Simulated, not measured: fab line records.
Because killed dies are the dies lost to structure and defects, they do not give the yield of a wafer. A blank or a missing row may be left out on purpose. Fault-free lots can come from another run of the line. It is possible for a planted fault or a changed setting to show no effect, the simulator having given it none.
fab line records	flow n5-finfet
record: lots: 7	wafers: 21
route steps=1938 shown BEOL_M0_SAQP@641 BEOL_M0@721 BEOL_M1@754 BEOL_M2@843 BEOL_M4@1023
start-h: hours from the record's first day to the start of the lot's first wafer shown	wait-h: hours since the lot's step before	" repeats the value in the row above	L1.1+2: one row covering several wafers at once	- no value, or no start given	* or withheld: withheld	< > ~ a bound
route shown NAME@n: NAME is a module with steps in the file, n the number in the route of the first one	usual: the fault-free wafers' mean and standard deviation	same: alike in all rows	chamber/n: place in a boat	sites: per-site readings	_std_site: their standard deviation	_edge_site: mean of outer sites minus mean of inner sites	radius-mm: how far each site lies from the wafer's centre	mask NAME#n: copy n	behind: tool/chamber where the wafer was last shaped	hold: the reason the lot was held/the length of the hold in hours/how it ended	device: the transistor (n, p or np) that didn't switch	end of line: tests run on the same wafers once the route is complete	a step with no rows: only its recipe	killed: the dies lost at the first sort to structure and to defects; this is not the yield of the wafer	map: the dies of a wafer, with x for killed, . for not killed, _ for no die there
set.NAME: the setting as run; set.NAME@STEP: as run at that earlier step	model.NAME: the simulator's own value behind a step, which no gauge read
lots where settings were altered on purpose, with a table for each step and a row for each wafer
== steps ==
step: N5_BEOL_M0_SAQP_COAT_81
recipe: resist: SOC	temp-c: 250	time-s: 60	spin-rpm: 1500	resist-thk-nm: 100
lot.wafer	tool	chamber	start-h	wait-h	set.spin-rpm	model.SOC_of_BEOL_M0_SAQP_COAT_81.thk-nm
L075.1	litho-track-01	0	115.79	0.1	1500	100.2
L075.3	"	0	"	"	1454	101.6
L075.4	"	0	"	"	1454	101.4
L077.2	litho-track-03	0	123.11	0.1	1586	96.8
L077.4	"	0	"	"	1500	99.8
L077.6	"	0	"	"	1586	97.2
L084.1	litho-track-01	0	165.92	0.1	1500	100
L084.2+3	"	0	"	"	1500	99.8
L088.2	litho-track-03	0	192.86	0.1	1500	99.8
L088.3+6	"	0	"	"	1500	99.6
L089.1	litho-track-02	0	205.68	0.1	1500	99.4
L089.5	"	0	"	"	1588	96.8
L089.6	"	0	"	"	1588	96.6
L091.1	litho-track-02	0	224.91	0.1	1500	99.4
L091.2	"	0	"	"	1563	97.8
L091.3	"	0	"	"	1500	99.6
L092.1	litho-track-03	0	228.60	0.1	1662	94.8
L092.2	"	0	"	"	1662	95
L092.3	"	0	"	"	1500	100
step: N5_BEOL_M0_SAQP_COAT_82
recipe: resist: SiARC	temp-c: 220	time-s: 60	spin-rpm: 1500	resist-thk-nm: 30
lot.wafer	tool	chamber	start-h	wait-h	set.time-s
L075.1+3	litho-track-01	0	-	-	52.56
L075.4	"	0	"	"	60
L077.2+6	litho-track-03	0	-	-	60
L077.4	"	0	"	"	70.37
L084.1+3	litho-track-01	0	-	-	60
L084.2	"	0	"	"	72.3
L088.2+3+6	litho-track-03	0	-	-	60
L089.1+5+6	litho-track-02	0	-	-	60
L091.1+3	litho-track-02	0	-	-	65.34
L091.2	"	0	"	"	60
L092.1+3	litho-track-03	0	-	-	60
L092.2	"	0	"	"	64.39
step: N5_BEOL_M0_SAQP_COAT_08
recipe: resist: CAR-ArF	spin-rpm: 1500	resist-thk-nm: 90
step: N5_BEOL_M0_SAQP_EBR_10
recipe: solvent: PGMEA	ebr-width-mm: 1.5
step: N5_BEOL_M0_SAQP_DESCUM_19
recipe: chemistry: O2	time-s: 7.9	source-power-w: 50	bias-power-w: 20	pressure-mtorr: 20	rf-frequency-hz: 2.712e+07	temp-c: 40	resist: CAR-ArF	o2-flow-sccm: 225
step: N5_BEOL_M0_SAQP_ETCH_83
recipe: chemistry: CF4	target: SiARC	target-depth-a: 390	mask-material: CAR-ArF	time-s: 65	ion-energy-ev: 80	pressure-mtorr: 40	source-w: 545	bias-w: 36	Ar_flow_sccm: 100	cf4-flow-sccm: 100	ends: cleared
step: N5_BEOL_M0_SAQP_ETCH_84
recipe: chemistry: N2/H2	target: SOC	target-depth-a: 1000	overetch-a: 200	mask-material: SiARC	temp-c: 40	time-s: 150	ion-energy-ev: 200	pressure-mtorr: 30	source-w: 840	bias-w: 150	n2-flow-sccm: 200	h2-flow-sccm: 200
lot.wafer	tool	chamber	start-h	wait-h	set.spin-rpm@BEOL_M0_SAQP_COAT_81	model.etch.depth-nm
L075.1	rie-diel-02	1	116.34	0.0	1500	100.2
L075.3	"	3	"	"	1454	101.6
L075.4	"	2	"	"	1454	101.5
L077.2	rie-diel-06	3	123.65	0.0	1586	96.83
L077.4	"	3	"	"	1500	99.75
L077.6	"	1	"	"	1586	97.15
L084.1	rie-diel-03	2	166.33	0.0	1500	99.96
L084.2	"	0	"	"	1500	99.89
L084.3	"	1	"	"	1500	99.78
L088.2	rie-diel-06	2	193.28	0.0	1500	99.88
L088.3	"	0	"	"	1500	99.65
L088.6	"	0	"	"	1500	99.67
L089.1	rie-diel-06	2	206.22	0.0	1500	99.39
L089.5	"	2	"	"	1588	96.87
L089.6	"	3	"	"	1588	96.55
L091.1	rie-diel-02	0	225.56	0.0	1500	99.34
L091.2	"	2	"	"	1563	97.72
L091.3	"	3	"	"	1500	99.55
L092.1	rie-diel-06	3	229.14	0.0	1662	94.82
L092.2	"	0	"	"	1662	94.99
L092.3	"	1	"	"	1500	99.99
step: N5_BEOL_M0_SAQP_STRIP_80
recipe: chemistry: N2/H2	temp-c: 40	n2-flow-sccm: 200	h2-flow-sccm: 200	rf-frequency-hz: 6e+07
step: N5_BEOL_M0_SAQP_HM_OPEN_112
recipe: chemistry: CHF3/O2	target: SiO2	stop-on: a-Si	target-depth-a: 120	over-etch-frac: 1.25	mask-material: SOC	time-s: 13.5	pressure-mtorr: 30	source-w: 650	bias-w: 170	Ar_flow_sccm: 200	CHF3_flow_sccm: 50	O2_flow_sccm: 5	ion-energy-ev: 200	ends: end-point
step: N5_BEOL_M0_SAQP_STRIP_113
recipe: chemistry: CHF3/O2	resist: SiARC	rf-frequency-hz: 6e+07
step: N5_BEOL_M0_SAQP_MANDREL_ETCH_20
recipe: target-depth-a: 600	chemistry: HBr/Cl2	target: a-Si	stop-on: SiNx	bt-time-s: 10	mask-material: SOC	over-etch-frac: 0.5	time-s: 30	pressure-mtorr: 10	icp-w: 800	bias-w: 75	HBr_flow_sccm: 150	Cl2_flow_sccm: 80	ends: end-point
lot.wafer	tool	chamber	start-h	wait-h	set.spin-rpm@BEOL_M0_SAQP_COAT_81	model.SOC_of_BEOL_M0_SAQP_COAT_81.thk-nm
L075.1	rie-si-01	3	116.53	0.0	1500	76.2
L075.3	"	1	"	"	1454	77
L075.4	"	0	"	"	1454	77.4
L077.2	rie-si-01	0	123.84	0.0	1586	72.8
L077.4	"	2	"	"	1500	75.6
L077.6	"	3	"	"	1586	73.4
L084.1+3	rie-si-03	0,3	166.53	0.0	1500	76.2
L084.2	"	2	"	"	1500	75.8
L088.2	rie-si-06	2	193.47	0.0	1500	75.4
L088.3	"	0	"	"	1500	76
L088.6	"	3	"	"	1500	75.8
L089.1	rie-si-06	3	206.42	0.0	1500	75.6
L089.5+6	"	1,0	"	"	1588	73
L091.1	rie-si-01	0	225.76	0.0	1500	75
L091.2	"	1	"	"	1563	73.4
L091.3	"	3	"	"	1500	75.8
L092.1	rie-si-01	3	229.33	0.0	1662	71
L092.2	"	0	"	"	1662	70.6
L092.3	"	1	"	"	1500	75.8
step: N5_BEOL_M0_TRENCH_ETCH_107
recipe: chemistry: C4F6/O2	target-depth-a: 328	target: SiOC	time-s: 16.4	ion-energy-ev: 250	pressure-mtorr: 30	source-w: 355	bias-w: 185	Ar_flow_sccm: 300	C4F6_flow_sccm: 10	O2_flow_sccm: 10
lot.wafer	tool	chamber	start-h	wait-h	set.target-depth-a	model.BEOL_M0.feature-depth-nm
L075.1	rie-diel-04	0	125.40	0.0	341.1	33.6
L075.3	"	1	"	"	328	32.4
L075.4	"	2	"	"	341.1	33.8
L077.2	rie-diel-04	2	131.60	0.0	328	32.2
L077.4	"	0	"	"	328	32
L077.6	"	1	"	"	328	32.4
L084.1	rie-diel-04	1	174.71	0.0	364.6	36
L084.2	"	3	"	"	364.6	36.8
L084.3	"	2	"	"	328	32
L088.2	rie-diel-05	2	200.43	0.0	328	32.2
L088.3	"	1	"	"	328	32.4
L088.6	"	3	"	"	328	32.8
L089.1+5	rie-diel-05	2,0	215.13	0.0	328	32.6
L089.6	"	3	"	"	356.6	36
L091.1+3	rie-diel-01	0,1	232.15	0.0	328	33
L091.2	"	2	"	"	313.6	32
L092.1	rie-diel-01	3	241.58	0.0	297.3	29.4
L092.2	"	2	"	"	297.3	30
L092.3	"	0	"	"	297.3	29.6
step: N5_BEOL_M0_STRIP_142
recipe: chemistry: N2/H2	time-s: 10	power-w: 450	temp-c: 40	pressure-mtorr: 20	rf-frequency-hz: 6e+07	bias-power-w: 7	n2-flow-sccm: 200	h2-flow-sccm: 200
step: N5_BEOL_M0_OCD_MEAS_108
usual: trench-depth-nm: 32.7/0.54
lot.wafer	tool	chamber	start-h	wait-h	set.target-depth-a@BEOL_M0_TRENCH_ETCH_107	trench-depth-nm
L075.1	ocd-01	-	125.50	0.1	341.1	33.4
L075.3	"	-	"	"	328	32.7
L075.4	"	-	"	"	341.1	34.5
L077.2	ocd-02	-	131.70	0.1	328	32.0
L077.4	"	-	"	"	328	32.2
L077.6	"	-	"	"	328	32.6
L084.1	ocd-01	-	174.81	0.1	364.6	35.7
L084.2	"	-	"	"	364.6	36.7
L084.3	"	-	"	"	328	32.1
L088.2	ocd-01	-	200.54	0.1	328	32.3
L088.3	"	-	"	"	328	31.8
L088.6	"	-	"	"	328	32.8
L089.1	ocd-01	-	215.24	0.1	328	32.4
L089.5	"	-	"	"	328	33.2
L089.6	"	-	"	"	356.6	36.0
L091.1	ocd-01	-	232.25	0.1	328	33.3
L091.2	"	-	"	"	313.6	31.9
L091.3	"	-	"	"	328	32.5
L092.1	ocd-01	-	241.68	0.1	297.3	29.4
L092.2	"	-	"	"	297.3	30.3
L092.3	"	-	"	"	297.3	29.4
step: N5_BEOL_M1_HM_DEP_02
recipe: material: TiN	target-thk-a: 200	temp-c: 25	chamber-pressure-pa: 0.49996
lot.wafer	tool	chamber	start-h	wait-h	set.target-thk-a	model.TiN_of_BEOL_M1_HM_DEP_02.thk-nm
L075.1+3	pvd-sputter-03	-	132.37	3.2	200	20.2
L075.4	"	-	"	"	214.8	22
L077.2	pvd-sputter-01	-	136.72	1.4	223.2	22.4
L077.4	"	-	"	"	223.2	22.2
L077.6	"	-	"	"	200	19.8
L084.1+3	pvd-sputter-03	-	178.47	0.6	200	20
L084.2	"	-	"	"	200	20.2
L088.2+3	pvd-sputter-01	-	207.31	1.7	200	20
L088.6	"	-	"	"	200	19.8
L089.1	pvd-sputter-03	-	222.12	2.0	212.7	21.4
L089.5	"	-	"	"	212.7	21.2
L089.6	"	-	"	"	200	20
L091.1+2	pvd-sputter-01	-	236.07	0.7	200	19.8
L091.3	"	-	"	"	207.5	20.4
L092.1	pvd-sputter-01	-	245.82	0.2	178	17.8
L092.2	"	-	"	"	200	19.8
L092.3	"	-	"	"	200	20
step: N5_BEOL_M1_COAT_73
recipe: resist: underlayer	temp-c: 205	time-s: 60	spin-rpm: 1500	resist-thk-nm: 5
lot.wafer	tool	chamber	start-h	wait-h	set.spin-rpm
L075.1+3+4	litho-track-01	0	-	-	1500
L077.2	litho-track-05	0	-	-	1590
L077.4+6	"	0	"	"	1500
L084.1+2+3	litho-track-05	0	-	-	1500
L088.2+3+6	litho-track-01	0	-	-	1500
L089.1+5+6	litho-track-02	0	-	-	1500
L091.1+2+3	litho-track-02	0	-	-	1500
L092.1	litho-track-02	0	-	-	1596
L092.2+3	"	0	"	"	1500
step: N5_BEOL_M1_COAT_05
recipe: resist: CAR-EUV	spin-rpm: 1500	resist-thk-nm: 30
step: N5_BEOL_M1_EBR_07
recipe: solvent: PGMEA	ebr-width-mm: 1.5
step: N5_BEOL_M1_DESCUM_16
recipe: chemistry: O2	time-s: 7	source-power-w: 50	bias-power-w: 20	pressure-mtorr: 20	rf-frequency-hz: 2.712e+07	temp-c: 40	resist: CAR-EUV	o2-flow-sccm: 225
step: N5_BEOL_M1_ETCH_74
recipe: chemistry: N2/H2	target: underlayer	target-depth-a: 65	mask-material: CAR-EUV	time-s: 5.2	ion-energy-ev: 200	pressure-mtorr: 30	source-w: 840	bias-w: 150	n2-flow-sccm: 200	h2-flow-sccm: 200	ends: cleared
lot.wafer	tool	chamber	start-h	wait-h	set.spin-rpm@BEOL_M1_COAT_73	model.etch.depth-nm
L075.1	rie-diel-02	3	132.93	0.0	1500	5.007
L075.3	"	2	"	"	1500	5.006
L075.4	"	1	"	"	1500	5.01
L077.2	rie-diel-03	2	137.46	0.0	1590	4.868
L077.4	"	3	"	"	1500	5.006
L077.6	"	1	"	"	1500	4.989
L084.1	rie-diel-02	3	179.02	0.0	1500	4.994
L084.2+3	"	0,1	"	"	1500	5
L088.2	rie-diel-03	1	207.99	0.0	1500	4.985
L088.3	"	2	"	"	1500	4.984
L088.6	"	0	"	"	1500	4.983
L089.1	rie-diel-06	3	222.84	0.0	1500	4.995
L089.5	"	3	"	"	1500	4.969
L089.6	"	2	"	"	1500	4.978
L091.1	rie-diel-03	1	236.62	0.0	1500	4.994
L091.2	"	0	"	"	1500	4.993
L091.3	"	3	"	"	1500	4.987
L092.1	rie-diel-03	1	246.51	0.0	1596	4.854
L092.2	"	3	"	"	1500	4.998
L092.3	"	2	"	"	1500	5.012
step: N5_BEOL_M1_ETCH_63
recipe: chemistry: CF4	target: SiARC	target-depth-a: 156	mask-material: CAR-EUV	time-s: 26	ion-energy-ev: 80	pressure-mtorr: 40	source-w: 545	bias-w: 36	Ar_flow_sccm: 100	cf4-flow-sccm: 100	ends: cleared
step: N5_BEOL_M1_ETCH_64
recipe: chemistry: N2/H2	target: SOC	target-depth-a: 750	overetch-a: 150	mask-material: SiARC	temp-c: 40	time-s: 112.5	ion-energy-ev: 200	pressure-mtorr: 30	source-w: 840	bias-w: 150	n2-flow-sccm: 200	h2-flow-sccm: 200
step: N5_BEOL_M1_STRIP_75
recipe: chemistry: N2/H2	temp-c: 40	n2-flow-sccm: 200	h2-flow-sccm: 200	rf-frequency-hz: 6e+07
step: N5_BEOL_M1_STRIP_66
recipe: chemistry: CF4	resist: SiARC	power-w: 300	bias-power-w: 75	pressure-mtorr: 50	cf4-flow-sccm: 150	rf-frequency-hz: 6e+07
step: N5_BEOL_M1_HM_OPEN_17
recipe: chemistry: Cl2/BCl3	target-depth-a: 200	overetch-a: 60	target: TiN	mask-material: SOC	ion-energy-ev: 150	pressure-mtorr: 10	icp-w: 1000	bias-w: 126	Cl2_flow_sccm: 53.25	bcl3-flow-sccm: 21.75	Ar_flow_sccm: 25
lot.wafer	tool	chamber	start-h	wait-h	set.target-thk-a@BEOL_M1_HM_DEP_02	model.etch.depth-nm
L075.1	rie-metal-01	1	133.22	0.1	200	20.24
L075.3	"	0	"	"	200	20.28
L075.4	"	1	"	"	214.8	21.93
L077.2	rie-metal-02	1	137.68	0.0	223.2	22.31
L077.4	"	0	"	"	223.2	22.14
L077.6	"	1	"	"	200	19.76
L084.1	rie-metal-03	0	179.23	0.0	200	20.02
L084.2	"	1	"	"	200	20.12
L084.3	"	0	"	"	200	20.07
L088.2	rie-metal-02	1	208.23	0.1	200	20.05
L088.3	"	1	"	"	200	19.94
L088.6	"	1	"	"	200	19.88
L089.1	rie-metal-01	1	223.05	0.0	212.7	21.34
L089.5	"	1	"	"	212.7	21.28
L089.6	"	0	"	"	200	20.08
L091.1	rie-metal-03	0	236.83	0.0	200	19.83
L091.2	"	1	"	"	200	19.86
L091.3	"	0	"	"	207.5	20.41
L092.1	rie-metal-02	0	246.72	0.0	178	17.78
L092.2	"	1	"	"	200	19.89
L092.3	"	0	"	"	200	20.09
step: N5_BEOL_M2_PECVD_72
recipe: material: SiO2	target-thk-a: 160	temp-c: 400	precursor: TEOS/O2	pressure-torr: 5.5	rf-w: 450	teos-flow-sccm: 53.8	gas: O2	flow-sccm: 3000	time-s: 18
lot.wafer	tool	chamber	start-h	wait-h	set.time-s	model.SiO2_of_BEOL_M2_PECVD_72.thk-nm
L075.1	pecvd-03	1	145.11	0.0	19.17	17
L075.3	"	2	"	"	18	16
L075.4	"	0	"	"	19.17	17.4
L077.2	pecvd-04	1	145.55	0.0	18	16
L077.4	"	2	"	"	16.69	15
L077.6	"	0	"	"	18	16.2
L084.1+3	pecvd-02	1,2	191.41	0.0	19.35	17.2
L084.2	"	0	"	"	18	16
L088.2	pecvd-02	2	216.02	0.0	18	16
L088.3	"	0	"	"	18	16.2
L088.6	"	0	"	"	18	16.4
L089.1	pecvd-03	2	236.66	0.0	18.81	16.4
L089.5	"	2	"	"	18.81	16.6
L089.6	"	0	"	"	18	15.8
L092.1+2	pecvd-03	0,1	259.70	0.0	20.66	18.2
L092.3	"	2	"	"	18	15.8
L091.1	pecvd-04	2	279.36	0.0	19.03	16.6
L091.2	"	1	"	"	18	15.8
L091.3	"	0	"	"	18	16
step: N5_BEOL_M2_ETCH_69
recipe: chemistry: CF4	target: SiARC	target-depth-a: 156	mask-material: CAR-EUV	time-s: 26	ion-energy-ev: 80	pressure-mtorr: 40	source-w: 545	bias-w: 36	Ar_flow_sccm: 100	cf4-flow-sccm: 100	ends: cleared
usual: rf-vpp-V: 184.2/1
lot.wafer	tool	chamber	start-h	wait-h	set.bias-w	rf-vpp-V
L075.1	rie-diel-04	0	148.07	0.0	36	183.6
L075.3	"	3	"	"	36	185.0
L075.4	"	1	"	"	36	183.3
L077.2	rie-diel-05	3	148.14	0.0	31.84	169.7
L077.4	"	1	"	"	36	184.2
L077.6	"	0	"	"	31.84	170.9
L084.1	rie-diel-05	0	194.06	0.0	39.64	196.9
L084.2	"	1	"	"	39.64	197.1
L084.3	"	3	"	"	39.64	194.5
L088.2	rie-diel-05	1	220.35	0.0	36	184.2
L088.3	"	3	"	"	36	182.6
L088.6	"	3	"	"	36	185.1
L089.1	rie-diel-04	1	238.74	0.0	36	183.1
L089.5	"	2	"	"	33.85	176.3
L089.6	"	3	"	"	33.85	176.4
L092.1	rie-diel-05	3	262.27	0.0	41.05	199.1
L092.2	"	1	"	"	41.05	199.6
L092.3	"	2	"	"	36	184.9
L091.1	rie-diel-05	1	284.26	0.0	36	183.9
L091.2	"	2	"	"	36	185.2
L091.3	"	0	"	"	36	184.4
step: N5_BEOL_M2_ALD_98
recipe: material: SiO2	target-thk-a: 25	temp-c: 100	ald-precursor-family: BDEAS	ald-co-reactant: O2-plasma	pulse-time-s: 1	co-reactant-pulse-time-s: 1	purge-time-s: 2	co-reactant-purge-time-s: 2	ald-cycles: 17	pressure-torr: 2
lot.wafer	tool	chamber	start-h	wait-h	set.temp-c
L075.1+4	ald-sin-02	3,0	148.15	0.1	96.96
L075.3	"	2	"	"	100
L077.2+4	ald-sin-02	0,1	148.25	0.1	100
L077.6	"	2	"	"	96.82
L084.1	ald-sin-03	3	194.14	0.1	95.61
L084.2+3	"	2,0	"	"	100
L088.2+3+6	ald-sin-01	2,0,0	220.43	0.1	100
L089.1+5+6	ald-sin-01	1,0,1	238.82	0.1	100
L092.1+2+3	ald-sin-03	2,0,1	263.18	0.9	100
L091.1+2	ald-sin-01	3,0	284.34	0.1	100
L091.3	"	1	"	"	102.4
step: N5_BEOL_M2_ETCHBACK_99
recipe: chemistry: CHF3	target: SiO2	target-depth-a: 50	time-s: 10.4	source-w: 215	bias-w: 47	Ar_flow_sccm: 200	CHF3_flow_sccm: 12	ion-energy-ev: 100	pressure-mtorr: 30
step: N5_BEOL_M2_ETCH_70
recipe: chemistry: N2/H2	target: SOC	target-depth-a: 800	overetch-a: 240	mask-material: SiARC	temp-c: 40	time-s: 130	ion-energy-ev: 200	pressure-mtorr: 30	source-w: 840	bias-w: 150	n2-flow-sccm: 200	h2-flow-sccm: 200
step: N5_BEOL_M2_STRIP_97
recipe: chemistry: N2/H2	time-s: 10	power-w: 450	temp-c: 40	pressure-mtorr: 20	rf-frequency-hz: 6e+07	bias-power-w: 7	n2-flow-sccm: 200	h2-flow-sccm: 200
step: N5_BEOL_M2_HM_STRIP_39
recipe: chemistry: peroxide-tin-strip	material: TiN	target-depth-a: 250	temp-c: 50	time-s: 158
lot.wafer	tool	chamber	start-h	wait-h	set.time-s@BEOL_M2_PECVD_72	model.SiO2_of_BEOL_M2_PECVD_72.thk-nm
L075.1	wet-bench-04	6	155.57	0.0	19.17	16.8
L075.3	"	2	"	"	18	15.8
L075.4	"	7	"	"	19.17	17.2
L077.2	wet-bench-05	1	155.80	0.0	18	15.8
L077.4	"	0	"	"	16.69	14.8
L077.6	"	7	"	"	18	16
L084.1	wet-bench-05	3	206.60	0.0	19.35	17
L084.2	"	6	"	"	18	16
L084.3	"	5	"	"	19.35	17.2
L088.2	wet-bench-04	2	228.77	0.0	18	15.8
L088.3	"	3	"	"	18	16
L088.6	"	1	"	"	18	16.4
L089.1	wet-bench-05	3	247.39	0.0	18.81	16.2
L089.5	"	6	"	"	18.81	16.4
L089.6	"	7	"	"	18	15.8
L092.1+2	wet-bench-05	5,1	283.24	0.0	20.66	18
L092.3	"	6	"	"	18	15.6
L091.1	wet-bench-03	2	292.80	0.0	19.03	16.4
L091.2	"	1	"	"	18	15.6
L091.3	"	0	"	"	18	16
step: N5_BEOL_M4_PECVD_72
recipe: material: SiO2	target-thk-a: 160	temp-c: 400	precursor: TEOS/O2	pressure-torr: 5.5	rf-w: 450	teos-flow-sccm: 53.8	gas: O2	flow-sccm: 3000	time-s: 18
lot.wafer	tool	chamber	start-h	wait-h	set.temp-c	model.SiO2_of_BEOL_M4_PECVD_72.thk-nm
L077.2	pecvd-01	1	178.80	0.0	400	15.4
L077.4	"	1	"	"	393.9	16.4
L077.6	"	2	"	"	400	15.6
L075.1	pecvd-01	0	182.68	0.0	400	15.6
L075.3	"	1	"	"	387.1	17
L075.4	"	0	"	"	400	15.8
L084.1+2	pecvd-02	1,2	256.60	0.0	400	16.2
L084.3	"	0	"	"	400	16
L089.1	pecvd-03	1	274.49	0.0	393.7	16.8
L089.5	"	1	"	"	400	16.4
L089.6	"	0	"	"	393.7	17
L088.2	pecvd-02	2	284.44	0.0	400	15.8
L088.3+6	"	2	"	"	400	16.4
L092.1	pecvd-03	0	303.22	0.0	409.8	15
L092.2	"	2	"	"	409.8	14.8
L092.3	"	1	"	"	400	16.2
L091.1	pecvd-02	2	307.58	0.0	400	16
L091.2+3	"	1,0	"	"	411.7	14.8
== key ==
split: step: N5_BEOL_M0_SAQP_COAT_81	setting: spin-rpm	stated: 1500	by: wafer
response: step: N5_BEOL_M0_SAQP_COAT_81	reading: model.SOC_of_BEOL_M0_SAQP_COAT_81.thk-nm	change: -0.465	per: 1%	r: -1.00
response: step: N5_BEOL_M0_SAQP_ETCH_84	reading: model.etch.depth-nm	change: -0.464	per: 1%	r: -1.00
response: step: N5_BEOL_M0_SAQP_MANDREL_ETCH_20	reading: model.SOC_of_BEOL_M0_SAQP_COAT_81.thk-nm	change: -0.451	per: 1%	r: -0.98
split: step: N5_BEOL_M0_SAQP_COAT_82	setting: time-s	stated: 60	by: wafer
response none clear
split: step: N5_BEOL_M0_TRENCH_ETCH_107	setting: target-depth-a	stated: 328	by: wafer
response: step: N5_BEOL_M0_TRENCH_ETCH_107	reading: model.BEOL_M0.feature-depth-nm	change: +0.375	per: 1%	r: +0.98
response: step: N5_BEOL_M0_OCD_MEAS_108	reading: trench-depth-nm	change: +0.352	per: 1%	r: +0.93
split: step: N5_BEOL_M1_HM_DEP_02	setting: target-thk-a	stated: 200	by: wafer
response: step: N5_BEOL_M1_HM_DEP_02	reading: model.TiN_of_BEOL_M1_HM_DEP_02.thk-nm	change: +0.208	per: 1%	r: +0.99
response: step: N5_BEOL_M1_HM_OPEN_17	reading: model.etch.depth-nm	change: +0.206	per: 1%	r: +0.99
split: step: N5_BEOL_M1_COAT_73	setting: spin-rpm	stated: 1500	by: wafer
response: step: N5_BEOL_M1_ETCH_74	reading: model.etch.depth-nm	change: -0.0226	per: 1%	r: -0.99
split: step: N5_BEOL_M2_PECVD_72	setting: time-s	stated: 18	by: wafer
response: step: N5_BEOL_M2_PECVD_72	reading: model.SiO2_of_BEOL_M2_PECVD_72.thk-nm	change: +0.159	per: 1%	r: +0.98
response: step: N5_BEOL_M2_HM_STRIP_39	reading: model.SiO2_of_BEOL_M2_PECVD_72.thk-nm	change: +0.154	per: 1%	r: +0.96
split: step: N5_BEOL_M2_ETCH_69	setting: bias-w	stated: 36	by: wafer
response: step: N5_BEOL_M2_ETCH_69	reading: rf-vpp-V	change: +1.1	per: 1%	r: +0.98
split: step: N5_BEOL_M2_ALD_98	setting: temp-c	stated: 100	by: wafer
response none clear
split: step: N5_BEOL_M4_PECVD_72	setting: temp-c	stated: 400	by: wafer
response: step: N5_BEOL_M4_PECVD_72	reading: model.SiO2_of_BEOL_M4_PECVD_72.thk-nm	change: -0.438	per: 1%	r: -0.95
